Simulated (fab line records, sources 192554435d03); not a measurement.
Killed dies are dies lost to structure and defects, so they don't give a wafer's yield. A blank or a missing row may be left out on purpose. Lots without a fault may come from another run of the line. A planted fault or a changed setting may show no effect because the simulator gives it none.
A struck lot beside a sound one | flow n5_finfet | 17 steps out of a route of 1938
Sound: wafers L195.1, L195.3, L195.4. Struck: wafer L203.5. (L203.6 of the same lot was not struck and is left out.) The cause comes at the end.
At each step with rows: each side's tool, then ch and its chambers, then its first start. Under that, the readings that differ: sound wafers | struck wafers | difference of the means | sigmas: that difference in standard deviations of wafers without a fault.
alike: readings whose means differ by less than 2 such deviations, and words and numbers that are the same on both sides. not compared: withheld readings, readings that some wafer has no value for, bounds like >300 that may hide the same value, and numbers for which the record gives no deviation and whose values overlap.
The two part at a step that has a row with sigmas, a row that says differs or no value, or rows on one side only. Numbers that don't overlap but have no deviation are shown without sigmas and don't part them. A reading that every wafer of one side lacks parts them only if that side has two wafers or more.

first, 3 steps without rows for these wafers: N5_HKMG_FIN_WET_ETCH_65 (etches a-Si in TMAH, stops on TiN, time 49 s, target depth 3 nm); N5_HKMG_FIN_WET_ETCH_81 (etches TiN in SC1, stops on HfO2, time 57 s, target depth 6 nm); N5_HKMG_FIN_WET_ETCH_82 (etches La2O3 in dHCl, stops on HfO2, target depth 2 nm, rinse time 30 s).
N5_HKMG_FIN_ALD_36: deposits TiN, target thk 1 nm, pulse time 1 s, purge time 3 s.
  sound on ald_metal-01 ch 0,1,2, day 7 10:05; struck on ald_metal-01 ch 0, day 9 09:26
  alike: heater_power_w, precursor_pulse_height_rel
N5_HKMG_FIN_THK_MEAS_70: measures by xrf.
  sound on film_metro-01, day 7 10:22; struck on film_metro-02, day 9 09:36
  alike: HK_THK
N5_HKMG_FIN_PWFM_ALD_03: deposits TiN, target thk 2 nm, pulse time 1 s, purge time 3 s.
  sound on ald_metal-03 ch 0,2,3, day 7 10:24; struck on ald_metal-02 ch 2, day 9 09:52
  reading            | sound        | struck | difference | sigmas
  heater_power_w (W) | 989 930 1003 | 806    | -168       | -3
  alike: precursor_pulse_height_rel
then, 6 steps without rows for these wafers: N5_HKMG_FIN_COAT_29 (time 60 s, resist thk 300 nm); N5_HKMG_FIN_COAT_30 (time 60 s, resist thk 35 nm); N5_HKMG_FIN_COAT_06 (resist thk 90 nm); N5_HKMG_FIN_EBR_08; N5_HKMG_FIN_SOFTBAKE_07 (time 60 s); N5_HKMG_FIN_EXPOSE_09 (exposes mask NWFM).
N5_HKMG_FIN_PEB_10: peb time 60 s.
  sound on litho_track-04 ch 0, day 7 11:03; struck on litho_track-04 ch 0, day 9 10:25
  alike: chill_plate_temp_C
then, 1 step without rows for these wafers: N5_HKMG_FIN_DEVELOP_11 (develop time 30 s).
N5_HKMG_FIN_CD_MEAS_12: target cd 92.8 nm.
  sound on cd_sem-03 ch 0, day 7 11:07; struck on cd_sem-03 ch 0, day 9 10:29
  reading    | sound          | struck | difference | sigmas
  cd_nm (nm) | 92.5 92.9 92.6 | 85.1   | -7.6       | -12
N5_HKMG_FIN_OVL_MEAS_13:
  sound on overlay-01 ch 0, day 7 11:08; struck on overlay-02 ch 0, day 9 10:30
  alike: NWFM_OVL
-- the record jumps here: 8 days lie between the struck wafers' starts before and after (it left off in module HKMG_FIN and takes up again in module PASSIVATION, whose first step shown is number 1936 of the route) --
N5_PASSIVATION_PROBE_49:
  sound on prober-01, day 15 01:23; struck on prober-02, day 17 08:29
  alike: killed_at_M0_to_M3, killed_at_M4_up, killed_at_contacts, killed_at_front_end, killed_at_other, killed_dies, killed_on_rim, killed_open, killed_short

WHERE THEY PART
First at N5_HKMG_FIN_PWFM_ALD_03; last, within this record, at N5_HKMG_FIN_CD_MEAS_12. Later steps at which nothing parts them and some readings are alike: N5_HKMG_FIN_OVL_MEAS_13, N5_PASSIVATION_PROBE_49.

WHY: what the simulator had put in
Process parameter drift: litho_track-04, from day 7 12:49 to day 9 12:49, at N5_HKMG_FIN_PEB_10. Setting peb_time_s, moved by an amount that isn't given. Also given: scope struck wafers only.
